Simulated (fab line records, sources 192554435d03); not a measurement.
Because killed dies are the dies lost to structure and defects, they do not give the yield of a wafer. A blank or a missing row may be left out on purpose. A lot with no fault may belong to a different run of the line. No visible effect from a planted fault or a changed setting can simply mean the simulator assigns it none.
Comparing a struck lot with a sound one :: flow n5_finfet :: 41 steps out of a route of 1938
Sound: the wafers L465.1, L465.4, L465.5. Struck: wafer L476.5. (L476.4 of the same lot was not struck and is left out.) The cause comes at the end.
Order at every step that has rows: each side's tool, ch and its chambers, its first start. Under that, the readings that differ: sound wafers :: struck wafers :: difference of the means :: sigmas: that difference in standard deviations of wafers without a fault.
alike: readings whose means differ by less than 2 such deviations, and words and numbers that are the same on both sides. not compared: withheld readings, readings that some wafer has no value for, bounds like >300 that may hide the same value, and numbers for which the record gives no deviation and whose values overlap.
Wherever a step has rows on one side only, a row that says differs or no value, or a row with sigmas, the two part there. Numbers that have no deviation but don't overlap get no sigmas and don't part them. A reading that every wafer of one side lacks parts them only if that side has two wafers or more.

first, 11 steps without rows for these wafers: N5_BEOL_M0_SAQP_STRIP_113 (strips in CHF3/O2); N5_BEOL_M0_SAQP_MANDREL_ETCH_20 (etches a-Si in HBr/Cl2, stops on SiNx, target depth 60 nm, bt time 10 s, time 30 s); N5_BEOL_M0_SAQP_STRIP_86 (strips in N2/H2); N5_BEOL_M0_SAQP_STRIP_115 (strips in post etch residue remover, time 60 s); N5_BEOL_M0_SAQP_SRD_93 (time 30 s); N5_BEOL_M0_SAQP_RECESS_114 (chemistry HF/NH3, target SiO2, target depth 14.4 nm, afs cycles 3, sublimation time 60 s); N5_BEOL_M0_SAQP_SPACER1_ALD_98 (deposits SiO2, target thk 12.8 nm, pulse time 1 s, purge time 2 s); N5_BEOL_M0_SAQP_SPACER1_ETCHBACK_99 (etches SiO2 in CHF3/O2, target depth 15.4 nm, time 7.7 s); N5_BEOL_M0_SAQP_MANDREL1_REMOVE_100 (chemistry HBr/Cl2/O2, target a-Si, stops on SiNx, bt time 10 s); N5_BEOL_M0_SAQP_ETCH_101 (etches SiNx in CH3F/O2, target depth 29.9 nm, time 42.7 s); N5_BEOL_M0_SAQP_ETCH_102 (etches SiO2 in CF4, target depth 4 nm, time 4.4 s).
N5_BEOL_M0_SAQP_MANDREL_ETCH_103: etches a-Si in HBr/Cl2, stops on SiCN, target depth 45 nm, bt time 10 s, time 27 s.
  sound on rie_si-05 ch 0,1,3, day 8 09:28; struck on rie_si-05 ch 3, day 11 02:49
reading: oes_product_au (a.u.)
sound: 0.670 0.672 0.684
struck: 0.705
difference: +0.030
sigmas: +2

reading: model.SiCN_of_BEOL_M0_SAQP_PECVD_03.thk_nm (nm)
sound: 8.8 9 8.8
struck: 9.2
difference: +0.3
sigmas: 
  alike: drypump_motor_current_A, throttle_valve_pct
  not compared: rf_hours_counter_h
then, 5 steps without rows for these wafers: N5_BEOL_M0_SAQP_RECESS_104 (chemistry HF/NH3, target SiO2, target depth 18 nm, afs cycles 3, sublimation time 60 s); N5_BEOL_M0_SAQP_COAT_105 (time 60 s, resist thk 100 nm); N5_BEOL_M0_SAQP_ETCH_106 (etches SOC in N2/H2, stops on SiNx, target depth 150 nm); N5_BEOL_M0_SAQP_ETCH_107 (etches SiNx in CH3F/O2, target depth 30 nm); N5_BEOL_M0_SAQP_STRIP_108 (strips in N2/H2).
N5_BEOL_M0_SAQP_RECESS_109: chemistry HF/NH3, target SiO2, target depth 3 nm, afs cycles 1, sublimation time 60 s.
  sound on vapor_etch-02 ch 0,1, day 8 10:14; struck on vapor_etch-01 ch 0, day 11 03:32
reading: model.SiCN_of_BEOL_M0_SAQP_PECVD_03.thk_nm (nm)
sound: 8.6 8.6 8.6
struck: 8.8
difference: +0.2
sigmas: 
  alike: drypump_motor_current_A
then, 19 steps without rows for these wafers: N5_BEOL_M0_SAQP_SPACER2_ALD_26 (deposits SiO2, target thk 15 nm, pulse time 1 s, purge time 2 s); N5_BEOL_M0_SAQP_SPACER2_ETCHBACK_27 (etches SiO2 in CHF3/O2, target depth 22.5 nm, time 11.25 s); N5_BEOL_M0_SAQP_MANDREL2_REMOVE_110 (chemistry HBr/Cl2/O2, target a-Si, stops on SiCN, bt time 10 s); N5_BEOL_M0_SAQP_COAT_69 (time 60 s, resist thk 90 nm); N5_BEOL_M0_SAQP_COAT_72 (time 60 s, resist thk 15 nm); N5_BEOL_M0_SAQP_COAT_87 (time 60 s, resist thk 5 nm); N5_BEOL_M0_SAQP_COAT_34 (resist thk 30 nm); N5_BEOL_M0_SAQP_EBR_36; N5_BEOL_M0_SAQP_SOFTBAKE_35 (time 60 s); N5_BEOL_M0_SAQP_EXPOSE_37 (exposes mask M0 CUT1, target cd 30 nm); N5_BEOL_M0_SAQP_PEB_38 (peb time 60 s); N5_BEOL_M0_SAQP_DEVELOP_39 (develop time 30 s); N5_BEOL_M0_SAQP_DESCUM_45 (chemistry O2, time 7 s); N5_BEOL_M0_SAQP_ETCH_88 (etches underlayer in N2/H2, target depth 6.5 nm, time 5.2 s); N5_BEOL_M0_SAQP_ETCH_73 (etches SiARC in CF4, target depth 19.5 nm, time 32.5 s); N5_BEOL_M0_SAQP_CUT_ETCH_46 (etches SOC in N2/H2, target depth 135 nm, overetch 27 nm, time 202.5 s); N5_BEOL_M0_SAQP_STRIP_74 (strips in N2/H2); N5_BEOL_M0_SAQP_STRIP_89 (strips in N2/H2); N5_BEOL_M0_SAQP_ALD_48 (deposits SiO2, target thk 20 nm, pulse time 1 s, co reactant pulse time 1 s).
N5_BEOL_M0_ETCH_138: etches SiCN in CH3F/O2, target depth 12 nm, time 31.6 s.
  sound on rie_diel-04 ch 1,3, day 8 13:18; struck on rie_diel-01 ch 3, day 11 06:58
reading: model.etch.depth_nm (nm)
sound: 8.514 8.575 8.554
struck: 8.766
difference: +0.218
sigmas: 
  alike: CH3F_flow_sccm, drypump_motor_current_A, etch_rf_on_time_s, oes_product_au, rf_vpp_V, showerhead_plenum_p_Torr, throttle_valve_pct
  not compared: rf_hours_counter_h
N5_BEOL_M0_ETCH_128: etches SiCN in CF4/N2, target depth 12 nm, overetch 5.1 nm, time 21.4 s.
  sound on rie_diel-03 ch 0,2, day 8 16:23; struck on rie_diel-01 ch 2, day 11 11:59
reading: rf_vpp_V (V)
sound: 386.2 382.1 385.6
struck: 379.7
difference: -4.9
sigmas: -3

reading: showerhead_plenum_p_Torr (Torr)
sound: 2.31 2.20 2.31
struck: 2.10
difference: -0.17
sigmas: -3

reading: throttle_valve_pct (%)
sound: 15.16 15.31 15.18
struck: 15.60
difference: +0.38
sigmas: +2

reading: model.etch.depth_nm (nm)
sound: 8.514 8.575 8.554
struck: 8.766
difference: +0.218
sigmas: 
  alike: drypump_motor_current_A, oes_product_au
  not compared: rf_hours_counter_h
-- a jump in the record: the struck wafers' starts before and after are 2 days apart (it breaks off in module BEOL_M0 and resumes in module BEOL_M4, where the first step shown is number 1111 of the route) --
N5_BEOL_M4_RC_MEAS_101:
  sound on prober-01 ch 0, day 11 00:08; struck on prober-02 ch 0, day 13 16:05
  alike: DIBL_N, DIBL_P, IOFF_N, IOFF_P, ION_N, ION_P, SS_N, SS_P, VT_N, VT_P
N5_PASSIVATION_PROBE_49:
  the record has rows for the sound wafers here (prober-01, day 15 04:48) and none for the struck ones

WHERE THEY PART
First at N5_BEOL_M0_SAQP_MANDREL_ETCH_103; last, within this record, at N5_PASSIVATION_PROBE_49.

WHY: what had been put in by the simulator
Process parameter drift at N5_BEOL_M0_SAQP_MANDREL_ETCH_103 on rie_si-05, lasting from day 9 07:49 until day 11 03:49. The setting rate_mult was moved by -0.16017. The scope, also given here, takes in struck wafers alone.
